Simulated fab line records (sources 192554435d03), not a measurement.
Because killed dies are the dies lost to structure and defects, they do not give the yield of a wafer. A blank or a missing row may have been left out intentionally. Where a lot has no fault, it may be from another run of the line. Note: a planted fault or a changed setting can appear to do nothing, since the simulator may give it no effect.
Struck lot and sound lot, side by side :: flow n5Finfet :: 17 steps out of a route of 1938
Sound: these wafers, L391.1, L391.4, L391.5. Struck: wafers L407.1, L407.5, L407.6. The cause comes at the end.
For every step that has rows: the tool of each side, followed by ch and its chambers, followed by its first start. Under that, the readings that differ: sound wafers :: struck wafers :: difference of the means :: sigmas: that difference in standard deviations of wafers without a fault.
alike: same words and numbers on both sides, and readings whose means sit less than 2 such deviations apart. not compared: any withheld reading, any reading some wafer has no value for, any bound like >300 that may hide the same value, and any number with overlapping values for which the record gives no deviation.
Wherever a step has rows on one side only, a row that says differs or no value, or a row with sigmas, the two part there. When numbers do not overlap yet have no deviation, they are printed without sigmas and do not part them. Lack of a reading on every wafer of one side parts them only where that side has two or more wafers.

first, 8 steps without rows for these wafers: N5_DUMMY_GATE_COAT_35 (time 60 s, resist thk 10 nm); N5_DUMMY_GATE_COAT_28 (time 60 s, resist thk 10 nm); N5_DUMMY_GATE_COAT_09 (resist thk 30 nm); N5_DUMMY_GATE_EBR_11; N5_DUMMY_GATE_SOFTBAKE_10 (time 60 s); N5_DUMMY_GATE_EXPOSE_12 (exposes mask GATE, target cd 25 nm); N5_DUMMY_GATE_PEB_13 (peb time 60 s); N5_DUMMY_GATE_DEVELOP_14 (develop time 30 s).
N5_DUMMY_GATE_CD_MEAS_15 targets a cd of 25.8 nm.
  sound on cdSem-01 ch 0, day 2 21:01; struck on cdSem-02 ch 0, day 6 22:48
  alike: cdNm
N5_DUMMY_GATE_OVL_MEAS_16:
  sound on overlay-02 ch 0, day 2 21:04; struck on overlay-01 ch 0, day 6 22:50
reading: GATE_OVL (nm)
sound: -0.4 -0.5 -1.6
struck: 0.8 1.1 0.1
difference: +1.5
sigmas: +2
N5_DUMMY_GATE_INSPECT_17: inspects for defects (brightfield).
  sound: defectInspect-01 at day 2 21:07; struck: defectInspect-02 at day 6 22:54
  alike: rawDefectCount
N5_DUMMY_GATE_DESCUM_20: chemistry O2, time 6.2 s.
  sound on rieDiel-03 ch 2,3, day 2 21:09; struck on rieDiel-05 ch 1,2,3, day 6 22:56
  alike: drypumpMotorCurrentA, o2FlowSccm, oesProductAu, rfVppV, showerheadPlenumPTorr, tempC, throttleValvePct
  not compared: rfHoursCounterH
N5_DUMMY_GATE_ETCH_29: etches underlayer in N2/H2, target depth 13 nm.
  sound on rieDiel-03 ch 2,3, day 2 21:13; struck on rieDiel-05 ch 1,2,3, day 6 23:00
reading: oesProductAu (a.u.)
sound: 0.71 0.71 0.72
struck: 1.06 0.80 0.84
difference: +0.19
sigmas: +2

reading: rfFwdPowerW (W)
sound: 828 833 830
struck: 1023 1038 1035
difference: +202
sigmas: +50

reading: rfVppV (V)
sound: 522.2 528.0 524.9
struck: 485.5 487.9 487.8
difference: -38.0
sigmas: -21

reading: model.etch.depthNm (nm)
sound: 12.63 12.79 12.93
struck: 15.59 16.07 15.78
difference: +3.03
sigmas: 

reading: model.CAR-EUV_of_DUMMY_GATE_COAT_09.thkNm (nm)
sound: 19 19 18.8
struck: 17.2 16.8 17.2
difference: -1.9
sigmas: 
  alike: drypumpMotorCurrentA, showerheadPlenumPTorr, throttleValvePct
  not compared: rfHoursCounterH
N5_DUMMY_GATE_ETCH_36: etches SiARC in CF4, target depth 13 nm.
  sound on rieDiel-03 ch 2,3, day 2 21:16; struck on rieDiel-05 ch 1,2,3, day 6 23:02
reading: model.CAR-EUV_of_DUMMY_GATE_COAT_09.thkNm (nm)
sound: 11.6 11.4 11.4
struck: 9.6 9 9.4
difference: -2.1
sigmas: 
  alike: drypumpMotorCurrentA, oesProductAu, rfFwdPowerW, rfVppV, showerheadPlenumPTorr, throttleValvePct
  not compared: rfHoursCounterH
N5_DUMMY_GATE_ETCH_37: etches SOC in N2/H2, target depth 60 nm, overetch 30 nm.
  sound on rieDiel-03 ch 2,3, day 2 21:18; struck on rieDiel-05 ch 1,2,3, day 6 23:05
  alike: drypumpMotorCurrentA, oesProductAu, rfFwdPowerW, rfVppV, showerheadPlenumPTorr, tempC, throttleValvePct
  not compared: rfHoursCounterH
-- here the record skips 5 days between the struck wafers' starts before and after, leaving off in module DUMMY_GATE and picking up in module BEOL_M4 (first step shown: number 1111 of the route) --
N5_BEOL_M4_RC_MEAS_101:
  sound on prober-02 ch 0, day 8 11:57; struck on prober-01 ch 0, day 12 04:27
  alike: DIBL_N, DIBL_P, IOFF_N, IOFF_P, ION_N, ION_P, SS_N, SS_P, VT_N, VT_P
-- record jumps: 5 days separate the struck wafers' starts on either side; left off in module BEOL_M4, taken up again in module PASSIVATION, whose first shown step is the route's number 1936 --
N5_PASSIVATION_PROBE_49:
  sound: prober-01 at day 13 01:50; struck: prober-01 at day 16 19:49
  alike: defectLimitedYield, killed_at_M0_to_M3, killed_at_M4_up, killedAtContacts, killedAtFrontEnd, killedAtOther, killedDies, killedOnRim, killedOpen, killedShort, sort_bin_5_function, sort_bin_6_memory, sortNPass, sortYieldPct

WHERE THEY PART
Earliest at N5_DUMMY_GATE_OVL_MEAS_16; latest, in this record, at N5_DUMMY_GATE_ETCH_29. Later steps at which nothing parts them and some readings are alike: N5_DUMMY_GATE_ETCH_36, N5_DUMMY_GATE_ETCH_37, N5_BEOL_M4_RC_MEAS_101, N5_PASSIVATION_PROBE_49.

WHY: what the simulator had put in
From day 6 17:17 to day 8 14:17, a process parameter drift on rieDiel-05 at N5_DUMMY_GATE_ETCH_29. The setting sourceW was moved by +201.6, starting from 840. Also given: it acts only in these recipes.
